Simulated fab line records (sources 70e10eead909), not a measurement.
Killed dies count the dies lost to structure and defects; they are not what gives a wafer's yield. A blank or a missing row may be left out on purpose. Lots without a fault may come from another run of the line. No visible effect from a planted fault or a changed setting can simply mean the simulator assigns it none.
Which tool is to blame? / flow nandHarc / 11 lots with 33 wafers sampled at 4 steps, on a route of 1302 steps

## WHAT EACH GAUGE READ, for each wafer
NHARC_P_ZERO_WELL_CD_MEAS_52 targets a cd of 2000 nm.
lot=L408; measured=day 2 01:31; on=cdSem-02; cdNm (nm)=1996.2 1998.8 2000.0
lot=L409; measured=day 2 12:31; on=cdSem-02; cdNm (nm)=1998.5 1998.9 2001.5
lot=L410; measured=day 2 21:44; on=cdSem-01; cdNm (nm)=1999.6 2002.3 1999.2
lot=L412; measured=day 3 17:31; on=cdSem-03; cdNm (nm)=1998.2 1997.2 1998.9
lot=L416; measured=day 5 09:53; on=cdSem-02; cdNm (nm)=2001.0 2000.5 2001.1
lot=L417; measured=day 5 19:37; on=cdSem-03; cdNm (nm)=1999.2 1997.9 2000.5
lot=L419; measured=day 6 15:44; on=cdSem-03; cdNm (nm)=1415.1 1412.3 1413.6
lot=L428; measured=day 10 09:40; on=cdSem-02; cdNm (nm)=1991.8 1998.6 1997.2
lot=L429; measured=day 10 19:38; on=cdSem-03; cdNm (nm)=1998.7 2001.8 2001.6
lot=L430; measured=day 11 05:37; on=cdSem-01; cdNm (nm)=1998.4 1997.0 1998.8
lot=L431; measured=day 11 15:36; on=cdSem-02; cdNm (nm)=1999.6 1997.5 1999.2

## WHICH TOOL RAN EACH LOT (tool, then ch and the chambers of the sampled wafers, then the start)
lot=L408; NHARC_P_ZERO_WELL_ETCH_63=rieSi-04 ch 0,2,3, day 1 21:40; NHARC_P_ZERO_WELL_DESCUM_26=rieDiel-01 ch 0,1,3, day 1 22:40; NHARC_P_ZERO_WELL_EXPOSE_49=krfScanner-04 ch 0, day 2 01:22
lot=L409; NHARC_P_ZERO_WELL_ETCH_63=rieSi-03 ch 0,3, day 2 08:16; NHARC_P_ZERO_WELL_DESCUM_26=rieDiel-07 ch 0,2,3, day 2 09:23; NHARC_P_ZERO_WELL_EXPOSE_49=krfScanner-03 ch 0, day 2 12:22
lot=L410; NHARC_P_ZERO_WELL_ETCH_63=rieSi-04 ch 0,1,3, day 2 17:41; NHARC_P_ZERO_WELL_DESCUM_26=rieDiel-07 ch 0,1, day 2 18:44; NHARC_P_ZERO_WELL_EXPOSE_49=krfScanner-03 ch 0, day 2 21:35
lot=L412; NHARC_P_ZERO_WELL_ETCH_63=rieSi-02 ch 0,3, day 3 13:41; NHARC_P_ZERO_WELL_DESCUM_26=rieDiel-07 ch 0,3, day 3 14:39; NHARC_P_ZERO_WELL_EXPOSE_49=krfScanner-01 ch 0, day 3 17:22
lot=L416; NHARC_P_ZERO_WELL_ETCH_63=rieSi-03 ch 1,2,3, day 5 06:01; NHARC_P_ZERO_WELL_DESCUM_26=rieDiel-04 ch 0,2,3, day 5 07:01; NHARC_P_ZERO_WELL_EXPOSE_49=krfScanner-03 ch 0, day 5 09:44
lot=L417; NHARC_P_ZERO_WELL_ETCH_63=rieSi-02 ch 0,2, day 5 15:32; NHARC_P_ZERO_WELL_DESCUM_26=rieDiel-07 ch 0,1,3, day 5 16:38; NHARC_P_ZERO_WELL_EXPOSE_49=krfScanner-03 ch 0, day 5 19:28
lot=L419; NHARC_P_ZERO_WELL_ETCH_63=rieSi-04 ch 0,2,3, day 6 11:32; NHARC_P_ZERO_WELL_DESCUM_26=rieDiel-01 ch 0,1,3, day 6 12:37; NHARC_P_ZERO_WELL_EXPOSE_49=krfScanner-03 ch 0, day 6 15:35
lot=L428; NHARC_P_ZERO_WELL_ETCH_63=rieSi-04 ch 0,3, day 10 05:34; NHARC_P_ZERO_WELL_DESCUM_26=rieDiel-01 ch 1,2, day 10 06:32; NHARC_P_ZERO_WELL_EXPOSE_49=krfScanner-01 ch 0, day 10 09:29
lot=L429; NHARC_P_ZERO_WELL_ETCH_63=rieSi-03 ch 1,3, day 10 15:42; NHARC_P_ZERO_WELL_DESCUM_26=rieDiel-04 ch 0,1,3, day 10 16:47; NHARC_P_ZERO_WELL_EXPOSE_49=krfScanner-01 ch 0, day 10 19:29
lot=L430; NHARC_P_ZERO_WELL_ETCH_63=rieSi-04 ch 0,2, day 11 01:32; NHARC_P_ZERO_WELL_DESCUM_26=rieDiel-07 ch 1,3, day 11 02:38; NHARC_P_ZERO_WELL_EXPOSE_49=krfScanner-03 ch 0, day 11 05:27
lot=L431; NHARC_P_ZERO_WELL_ETCH_63=rieSi-04 ch 0,2, day 11 11:40; NHARC_P_ZERO_WELL_DESCUM_26=rieDiel-01 ch 0,2,3, day 11 12:45; NHARC_P_ZERO_WELL_EXPOSE_49=krfScanner-03 ch 0, day 11 15:27
- NHARC_P_ZERO_WELL_ETCH_63: etches the open film in HBr/Cl2, target depth 120 nm, time 40.1 s.
- NHARC_P_ZERO_WELL_DESCUM_26: chemistry O2, time 3 s.
- NHARC_P_ZERO_WELL_EXPOSE_49: exposes mask P HVPW, target cd 2000 nm.

## THE ANSWER, worked out from the rows above alone
Rule: the usual values come from the lots themselves. Put in order of their means at a reading, lots are off if they are a third of the lots or fewer, leave a main group of 4 or more, and stand apart from it by a gap of 3 or more times the standard deviation of the main group's means; of several such gaps the widest counts. Not used: any main group whose means are identical at the precision the tables above print for the reading. A lot without any number at a reading at which 4 lots or more have one is off too. All remaining lots with rows at the step are treated as sound.
Off: L419 (NHARC_P_ZERO_WELL_CD_MEAS_52, cdNm). Mean 1999.0 nm and standard deviation 1.4 in the main group.
A tool fits if, at a process step before that reading, it ran every lot that is off, and no sound lot after the first of them. Gauges at NHARC_P_ZERO_WELL_CD_MEAS_52: tried the same way as those tools. None of those tried fits.

## WHAT THE SIMULATOR HAD PUT IN
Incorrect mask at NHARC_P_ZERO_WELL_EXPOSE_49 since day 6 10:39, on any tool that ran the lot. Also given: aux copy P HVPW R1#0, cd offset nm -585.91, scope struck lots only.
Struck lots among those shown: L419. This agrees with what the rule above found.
